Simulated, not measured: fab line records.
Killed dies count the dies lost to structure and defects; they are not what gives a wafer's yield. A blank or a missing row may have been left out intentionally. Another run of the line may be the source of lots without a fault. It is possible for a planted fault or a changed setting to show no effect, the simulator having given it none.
8D (eight disciplines) problem report, filled in by code || flow nand-harc || the parts of the form that need people (team, actions taken, sign-off) are left out

## 1. WHAT WENT WRONG
thk-nm at NHARC_A_ONON_D2_THK_MEAS_08 reads a mean of 1315 nm on 3 wafers of 2 lots; wafers without a fault read 1000 nm with a standard deviation of 10. Relative to the usual mean, that is a shift of +31 standard deviations.
The step: measures by ellipsometry.
The first sign was on wafer L137.3 at day 18 12:30, on film-metro-02. The record has a number at this step for 39 wafers belonging to 13 lots. By rule, "out" or "out of limits" means more than 4 standard deviations away from the usual mean. Any other wafer with a number is counted as sound.

## 2. WHAT IT IS, AND WHAT IT ISN'T
{"question": "which readings at this step", "is": "thk-nm", "is not": "-"}
{"question": "which lots", "is": "L137, L138", "is not": "L122, L123, L124, L127, L128, L130, L131, L132, L140, L144, L145"}
{"question": "which wafers of those lots", "is": "L137.3, L137.6, L138.6", "is not": "L137.4, L138.4, L138.5"}
{"question": "read on which gauges", "is": "film-metro-01, film-metro-02", "is not": "-"}
{"question": "when", "is": "from day 18 12:30", "is not": "up to then (25 sound wafers); but 11 sound wafers of L138, L140, L144, L145 came after"}

## 3. THE SUSPECTS, EACH WITH WHAT RULES IT OUT
Counting: any tool at a process step up to the reading remains a suspect provided it ran every lot that is out. Sound lots after the first of them don't rule it out here, since some wafers of a struck lot are sound.
- the gauge at NHARC_A_ONON_D2_THK_MEAS_08: ruled out. Those wafers that are out were read across 2 gauges (film-metro-01, film-metro-02).
- rie-si-06 at NHARC_A_DECK1_JOINT_ETCHBACK_07 (etches the open film in HBr, target depth 105 nm, time 26.9 s): kept. It ran every lot that is out, first L137 (day 17 01:37); its last sound lot up to then is L128 (day 13 11:47).
- pecvd-onon-04 at NHARC_A_ONON_D2_DEP_06 (target thk 1000 nm): kept. It ran every lot that is out, first L137 (day 18 12:07); its last sound lot up to then is L131 (day 16 16:02).
Left after counting: rie-si-06 at NHARC_A_DECK1_JOINT_ETCHBACK_07, pecvd-onon-04 at NHARC_A_ONON_D2_DEP_06.

## 4. THE CAUSE (what the simulator had put in)
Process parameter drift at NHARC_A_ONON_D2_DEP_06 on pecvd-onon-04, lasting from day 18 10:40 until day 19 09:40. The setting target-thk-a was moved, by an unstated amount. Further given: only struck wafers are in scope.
After counting, 2 suspects remain, this tool included.

## 5. THE EFFECT CHAIN, in route order
Each row: a reading whose mean over the struck wafers that have a number lies more than 3 standard deviations from the usual. Scope: only readings with a usual standard deviation given in the record; hours: median across lots of the time from each lot's start at the first step in this table that gives one to its start at this step; sigmas: change in usual standard deviations.
{"hours": 0, "step": "NHARC_A_ONON_D2_THK_MEAS_08", "reading": "thk-nm", "usual": "1000 nm", "on struck wafers": 1315, "change": "+315", "sigmas": "+31"}
At these later measuring or inspecting steps, every struck wafer for which the step has a row has a number for every such reading, and none has moved that far: NHARC_END_SORT_01.

## 6. HOW IT WOULD HAVE BEEN CAUGHT EARLIER
Counted from the fault's start at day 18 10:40, it took 2 hours until the first out-of-limits reading at a measuring or inspecting step in this record, taken at day 18 12:30.
Of the lots that are out (2), L138 began NHARC_A_ONON_D2_DEP_06 on pecvd-onon-04 after day 18 12:30. It would have been spared by a hold on the tool at that moment.
